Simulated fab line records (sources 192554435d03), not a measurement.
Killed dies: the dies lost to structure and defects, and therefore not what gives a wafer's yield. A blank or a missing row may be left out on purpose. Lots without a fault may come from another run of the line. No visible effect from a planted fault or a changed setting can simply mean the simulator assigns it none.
Matching of chambers	flow n5 finfet	N5_GATE_CUT_CMP_43 on cmp-02: 4 sister chambers
The step polishes SiO2. 8 wafers are shown with their chamber, then 7 later ones without.

## WAFERS WITH THEIR CHAMBER
wafer	chamber	motor current A (A)
L078.3	3	12.3
L078.5	3	12.7
L085.5	0	13.0
L086.4	1	12.0
L086.5	1	12.4
L086.6	2	11.1
L091.1	2	11.1
L091.3	0	13.2

## WAFERS WITHOUT THEIR CHAMBER
wafer	motor current A (A)
L091.6	11.6
L093.2	13.4
L093.4	12.3
L093.6	12.2
L096.1	12.8
L096.2	10.6
L096.6	10.4

## THE CHAMBER EACH PASSED THROUGH
wafer	from the rows above	in truth
L091.6	can't be placed: 2 or 1 or 3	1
L093.2	0	0
L093.4	can't be placed: 1 or 3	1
L093.6	can't be placed: 1 or 3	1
L096.1	can't be placed: 0 or 3 or 1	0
L096.2	2	2
L096.6	2	2
Placed correctly: 3 of 7. Can't be placed from these rows: 4 (the true chamber is among the candidates in 4). Placed wrongly: 0.
How it was worked out, from the rows above alone: a wafer's distance from a chamber is the root of the sum, over the readings, of the square of ((its reading less the chamber's mean) divided by the reading's scatter). The wafer belongs to the nearest chamber; if the next one is less than 2 further off, it can't be placed. A chamber's mean is the mean of its shown wafers. The scatter: the root of (the sum of the squares of (reading less its chamber's mean) over the shown wafers, divided by (wafers less chambers)).
